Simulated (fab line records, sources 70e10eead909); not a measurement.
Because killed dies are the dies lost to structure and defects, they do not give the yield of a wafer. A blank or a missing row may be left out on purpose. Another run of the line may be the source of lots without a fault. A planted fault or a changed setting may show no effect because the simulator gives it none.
A lot that was struck, set against a sound lot + flow nand-harc + 37 steps out of a route of 1302
Sound: these wafers, L178.1, L178.2, L178.5. Struck: wafer L190.6 (left out: L190.1, L190.3 of the same lot, which were not struck); the cause appears at the end.
Each step with rows lists, per side, the tool, then ch with its chambers, then its first start. Under that, the readings that differ: sound wafers + struck wafers + difference of the means + sigmas: that difference in standard deviations of wafers without a fault.
alike: words and numbers the same on both sides, and readings whose means are apart by under 2 such deviations; not compared: readings that were withheld, readings missing a value for some wafer, numbers with overlapping values and no deviation given by the record, and bounds like >300 which may hide the same value.
Wherever a step has rows on one side only, a row that says differs or no value, or a row with sigmas, the two part there. Numbers that don't overlap but have no deviation are shown without sigmas and don't part them. A reading missing from all wafers of one side parts the sides only when that side holds two or more wafers.

first, 9 steps without rows for these wafers: NHARC_A_CHANNEL_HOLE_D1_COAT_04 (resist thk 90 nm); NHARC_A_CHANNEL_HOLE_D1_SOFTBAKE_05 (time 55 s); NHARC_A_CHANNEL_HOLE_D1_EBR_06; NHARC_A_CHANNEL_HOLE_D1_EXPOSE_07 (exposes mask HOLE D1, target cd 100 nm); NHARC_A_CHANNEL_HOLE_D1_PEB_08 (peb time 65 s); NHARC_A_CHANNEL_HOLE_D1_DEVELOP_09 (develop time 35 s); NHARC_A_CHANNEL_HOLE_D1_DESCUM_15 (chemistry O2, time 3 s); NHARC_A_CHANNEL_HOLE_D1_ETCH_38 (etches the open film in CF4, target depth 39 nm, time 65 s); NHARC_A_CHANNEL_HOLE_D1_ETCH_39 (etches the open film in N2/H2, target depth 260 nm, time 325 s).
NHARC_A_CHANNEL_HOLE_D1_ETCH_34: etches the open film in CF4/CHF3, target depth 154 nm, time 77 s.
  sound on rie-diel-08 ch 0,1,3, day 12 05:46; struck on rie-diel-08 ch 0, day 17 07:31
  alike: chf3-flow-sccm, drypump-motor-current-A, oes-product-au, rf-vpp-V, showerhead-plenum-p-Torr, throttle-valve-pct
  not compared: rf-hours-counter-h
then, 26 steps without rows for these wafers: NHARC_A_CHANNEL_HOLE_D1_ETCH_16 (etches the open film in O2/COS, target depth 3100 nm, time 806 s); NHARC_A_CHANNEL_HOLE_D1_ETCH_19 (etches the open film in C4F8/O2/Ar, time 34.5 s); NHARC_A_CHANNEL_HOLE_D1_ETCH_20 (etches the open film in C4F8/O2/Ar, time 361.9 s, target depth 1600 nm); NHARC_A_CHANNEL_HOLE_D1_ETCH_21 (etches the open film in C4F8/O2/Ar, time 514.3 s, target depth 1600 nm); NHARC_A_CHANNEL_HOLE_D1_ETCH_22 (etches the open film in C4F8/O2/Ar, time 666.7 s, target depth 1600 nm); NHARC_A_CHANNEL_HOLE_D1_ETCH_23 (etches the open film in C4F8/O2/Ar, time 819 s, target depth 1600 nm); NHARC_A_CHANNEL_HOLE_D1_ETCH_24 (etches the open film in C4F8/O2/Ar, time 906.2 s, target depth 1500 nm); NHARC_A_CHANNEL_HOLE_D1_ETCH_25 (etches the open film in C4F8/O2/Ar, time 1040.2 s, target depth 1500 nm); NHARC_A_CHANNEL_HOLE_D1_ETCH_26 (etches the open film in C4F8/O2/Ar, time 224.1 s, target depth 300 nm); NHARC_A_CHANNEL_HOLE_D1_ETCH_33 (etches the open film in C4F8/O2/Ar, time 90 s, target depth 400 nm); NHARC_A_CHANNEL_HOLE_D1_STRIP_41 (strips in N2/H2); NHARC_A_CHANNEL_HOLE_D1_STRIP_42 (strips in CF4/CHF3); NHARC_A_CHANNEL_HOLE_D1_STRIP_43 (strips in O2/COS); NHARC_A_CHANNEL_HOLE_D1_ETCH_44 (etches the open film in CF4/O2, target depth 140 nm, overetch 14 nm, time 77 s); NHARC_A_CHANNEL_HOLE_D1_STRIP_27 (strips in O2); NHARC_A_CHANNEL_HOLE_D1_PRECLEAN_28 (cleans in SC1); NHARC_A_CHANNEL_HOLE_D1_SRD_29; NHARC_A_CHANNEL_HOLE_D1_XSEM_31; NHARC_A_CHANNEL_FILL_D1_PRECLEAN_00 (cleans in SC1); NHARC_A_CHANNEL_FILL_D1_SRD_01; NHARC_A_CHANNEL_FILL_D1_ALD_02 (deposits SiO2, target thk 6 nm, pulse time 10 s, ald cycles 60); NHARC_A_CHANNEL_FILL_D1_ALD_03 (deposits SiNx, target thk 6 nm, pulse time 60 s, ald cycles 58); NHARC_A_CHANNEL_FILL_D1_ALD_14 (deposits SiO2, target thk 2.5 nm, pulse time 10 s, ald cycles 25); NHARC_A_CHANNEL_FILL_D1_ALD_15 (deposits SiNx, target thk 2 nm, pulse time 60 s, ald cycles 19); NHARC_A_CHANNEL_FILL_D1_ALD_16 (deposits SiO2, target thk 1.5 nm, pulse time 10 s, ald cycles 15); NHARC_A_CHANNEL_FILL_D1_ANNEAL_17 (time 1800 s).
-- break in the record here, with 16 days between the starts of the struck wafers on either side (left off in module A_CHANNEL_FILL_D1, picked up again in module END, where the first step shown is number 1302 on the route) --
NHARC_END_SORT_01:
  only the struck wafers appear in the record here, on prober-02 ch 0 at day 33 07:17; the sound ones have no rows

WHERE THEY PART
At NHARC_END_SORT_01 and nowhere else, as far as this record goes.

WHY: what the simulator had put in
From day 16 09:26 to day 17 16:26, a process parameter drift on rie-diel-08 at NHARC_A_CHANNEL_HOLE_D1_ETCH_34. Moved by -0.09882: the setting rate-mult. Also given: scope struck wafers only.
